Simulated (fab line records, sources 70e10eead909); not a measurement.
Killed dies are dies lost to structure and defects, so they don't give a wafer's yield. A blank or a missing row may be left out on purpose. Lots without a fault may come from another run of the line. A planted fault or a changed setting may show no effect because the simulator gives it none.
A struck lot beside a sound one | flow nand_harc | 14 steps out of a route of 1302
Sound: wafers L363.2, L363.5, L363.6. Struck: wafer L361.5. (L361.3, L361.4 of the same lot were not struck and are left out.) The cause comes at the end.
At each step with rows: each side's tool, then ch and its chambers, then its first start. Under that, the readings that differ: sound wafers | struck wafers | difference of the means | sigmas: that difference in standard deviations of wafers without a fault.
alike: readings whose means differ by less than 2 such deviations, and words and numbers that are the same on both sides. not compared: withheld readings, readings that some wafer has no value for, bounds like >300 that may hide the same value, and numbers for which the record gives no deviation and whose values overlap.
The two part at a step that has a row with sigmas, a row that says differs or no value, or rows on one side only. Numbers that don't overlap but have no deviation are shown without sigmas and don't part them. A reading that every wafer of one side lacks parts them only if that side has two wafers or more.

NHARC_A_WL_FILL_CVD_03: deposits W, target thk 40 nm, time 279 s.
  sound on cvd_w-01 ch 0,1, day 25 12:24; struck on cvd_w-01 ch 0, day 24 21:46
  alike: chamber_pressure_Torr, heater_power_w, mfc_h2_sccm, throttle_valve_pct
then, 1 step without rows for these wafers: NHARC_A_WL_FILL_ETCHBACK_04 (etches the open film in NF3, target depth 60 nm, time 120 s).
NHARC_A_WL_FILL_ETCHBACK_05: etches the open film in Cl2/BCl3, target depth 22 nm, time 60 s.
  sound on rie_metal-03 ch 0,1, day 25 12:59; struck on rie_metal-01 ch 1, day 24 22:19
  alike: drypump_motor_current_A, oes_product_au, run_length_s
  not compared: rf_hours_counter_h
NHARC_A_WL_FILL_STRIP_27: strips in N2/H2, time 20 s.
  sound on plasma_asher-02 ch 0,1, day 25 13:08; struck on plasma_asher-01 ch 0, day 24 22:28
  reading            | sound       | struck | difference | sigmas
  heater_power_w (W) | 328 322 328 | 306    | -20        | -2
  alike: drypump_motor_current_A
  not compared: rf_hours_counter_h
then, 4 steps without rows for these wafers: NHARC_A_WL_FILL_STRIP_28 (strips in post etch residue remover, time 1200 s); NHARC_A_WL_FILL_PRECLEAN_06 (cleans in DIW, time 300 s); NHARC_A_WL_FILL_SRD_07; NHARC_A_WL_FILL_ANNEAL_08 (time 1800 s).
NHARC_A_WL_FILL_ALD_10: deposits SiO2, target thk 50 nm, pulse time 10 s, ald cycles 500.
  sound on ald_hk-01 ch 0,3, day 25 19:16; struck on ald_hk-03 ch 0, day 25 09:10
  alike: heater_power_w, precursor_pulse_height_rel
NHARC_A_WL_FILL_ETCHBACK_16: etches the open film in C4F8/O2/Ar, target depth 120 nm, time 24 s.
  sound on rie_diel-13 ch 1,2; struck on rie_diel-13 ch 2
  reading               | sound             | struck | difference | sigmas
  oes_product_au (a.u.) | 0.923 0.913 0.922 | 0.991  | +0.072     | +3
  alike: rf_vpp_V, run_length_s
  not compared: rf_hours_counter_h
then, 1 step without rows for these wafers: NHARC_A_WL_FILL_STRIP_29 (strips in O2, time 20 s).
NHARC_A_WL_FILL_ETCHBACK_17: etches the open film in Cl2/BCl3, target depth 4 nm, time 26.7 s.
  sound on rie_metal-03 ch 0,1, day 26 03:17; struck on rie_metal-02 ch 0, day 25 11:26
  reading          | sound          | struck | difference | sigmas
  run_length_s (s) | 48.1 48.3 48.4 | 44.9   | -3.4       | -9
  alike: drypump_motor_current_A, oes_product_au
  not compared: rf_hours_counter_h
then, 1 step without rows for these wafers: NHARC_A_WL_FILL_PRECLEAN_18 (cleans in dHF, time 30 s).
NHARC_END_SORT_01:
  the record has rows for the sound wafers here (prober-01 ch 0, day 30 01:01) and none for the struck ones

WHERE THEY PART
First at NHARC_A_WL_FILL_STRIP_27; last, within this record, at NHARC_END_SORT_01.

WHY: what the simulator had put in
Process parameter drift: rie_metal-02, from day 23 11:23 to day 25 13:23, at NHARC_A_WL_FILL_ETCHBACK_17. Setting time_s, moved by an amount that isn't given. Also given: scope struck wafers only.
